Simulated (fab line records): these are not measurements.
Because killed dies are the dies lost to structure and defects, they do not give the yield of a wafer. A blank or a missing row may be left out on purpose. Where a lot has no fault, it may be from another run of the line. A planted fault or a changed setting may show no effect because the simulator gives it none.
Chamber matching / flow nand_harc / NHARC_A_CHANNEL_FILL_D1_ALD_02 on ald_hk-03: 3 sister chambers
The step deposits SiO2, target thk 6 nm, pulse time 10 s, ald cycles 60. 6 wafers are shown with their chamber, then 5 later ones without.

## EACH WAFER AND ITS CHAMBER
wafer=L833.4; chamber=2; heater_power_w (W)=469; precursor_pulse_height_rel=0.969
wafer=L845.1; chamber=2; heater_power_w (W)=460; precursor_pulse_height_rel=0.999
wafer=L845.3; chamber=1; heater_power_w (W)=440; precursor_pulse_height_rel=1.018
wafer=L845.5; chamber=3; heater_power_w (W)=488; precursor_pulse_height_rel=1.018
wafer=L847.1; chamber=1; heater_power_w (W)=430; precursor_pulse_height_rel=0.985
wafer=L847.3; chamber=3; heater_power_w (W)=487; precursor_pulse_height_rel=1.003

## WAFERS WITH NO CHAMBER GIVEN
wafer=L847.6; heater_power_w (W)=475; precursor_pulse_height_rel=1.023
wafer=L850.3; heater_power_w (W)=478; precursor_pulse_height_rel=1.013
wafer=L850.6; heater_power_w (W)=442; precursor_pulse_height_rel=1.015
wafer=L853.1; heater_power_w (W)=477; precursor_pulse_height_rel=1.008
wafer=L853.3; heater_power_w (W)=469; precursor_pulse_height_rel=1.014

## THE CHAMBER EACH PASSED THROUGH
wafer=L847.6; from the rows above=can't be placed: 3 or 2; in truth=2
wafer=L850.3; from the rows above=can't be placed: 3 or 2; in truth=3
wafer=L850.6; from the rows above=1; in truth=1
wafer=L853.1; from the rows above=can't be placed: 3 or 2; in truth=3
wafer=L853.3; from the rows above=can't be placed: 2 or 3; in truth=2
Correct placement for 1 of the 5. Cannot be placed on the basis of these rows: 4; the candidates contain the true chamber in 4. Number placed wrongly: 0.
How it was worked out, from the rows above alone: a wafer's distance from a chamber is the root of the sum, over the readings, of the square of ((its reading less the chamber's mean) divided by the reading's scatter). If the next closest chamber is less than 2 further off than the closest, the wafer can't be placed; otherwise it belongs to the closest. For every chamber, the mean is computed from those of its wafers that are shown. The scatter is the square root of a quotient: the sum, over the shown wafers, of each reading's squared deviation from its chamber's mean, divided by wafers minus chambers.
